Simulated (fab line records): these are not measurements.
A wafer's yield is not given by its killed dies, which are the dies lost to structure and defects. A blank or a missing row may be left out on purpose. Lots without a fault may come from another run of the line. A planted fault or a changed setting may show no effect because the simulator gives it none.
Matching of chambers -- flow nand harc -- 4 sister chambers for NHARC_A_CONTACT_DESCUM_74 on rie diel-08
The step chemistry O2, time 3 s. 4 wafers are shown with their chamber, then 12 later ones without.

== WAFERS PAIRED WITH THEIR CHAMBERS ==
wafer,chamber,drypump motor current A (A)
L087.4,3,6.2
L089.6,0,5.9
L090.2,2,6.0
L090.6,1,5.8

== WAFERS WHOSE CHAMBER IS MISSING ==
wafer,drypump motor current A (A)
L092.1,5.9
L092.4,5.9
L092.5,5.9
L094.2,5.8
L094.3,6.2
L094.5,5.9
L093.2,5.9
L093.3,6.0
L093.4,6.1
L097.1,5.9
L097.3,6.0
L097.4,5.9

== EACH ONE'S CHAMBER ==
wafer,from the rows above,in truth
L092.1,0,0
L092.4,0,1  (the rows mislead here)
L092.5,0,0
L094.2,1,1
L094.3,3,3
L094.5,0,0
L093.2,0,0
L093.3,2,2
L093.4,can't be placed: 2 or 3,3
L097.1,0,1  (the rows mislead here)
L097.3,2,2
L097.4,0,0
Placed correctly: 9 of 12. Can't be placed from these rows: 1 (the true chamber is among the candidates in 1). Number placed wrongly: 2.
How it was worked out, from the rows above alone: a wafer's distance from a chamber is the root of the sum, over the readings, of the square of ((its reading less the chamber's mean) divided by the reading's scatter). If the next closest chamber is less than 2 further off than the closest, the wafer can't be placed; otherwise it belongs to the closest. Each chamber's mean is taken over the wafers shown for it. The scatter: root of mean squared gap, hidden wafer to nearest shown wafer, with one shown wafer a chamber.
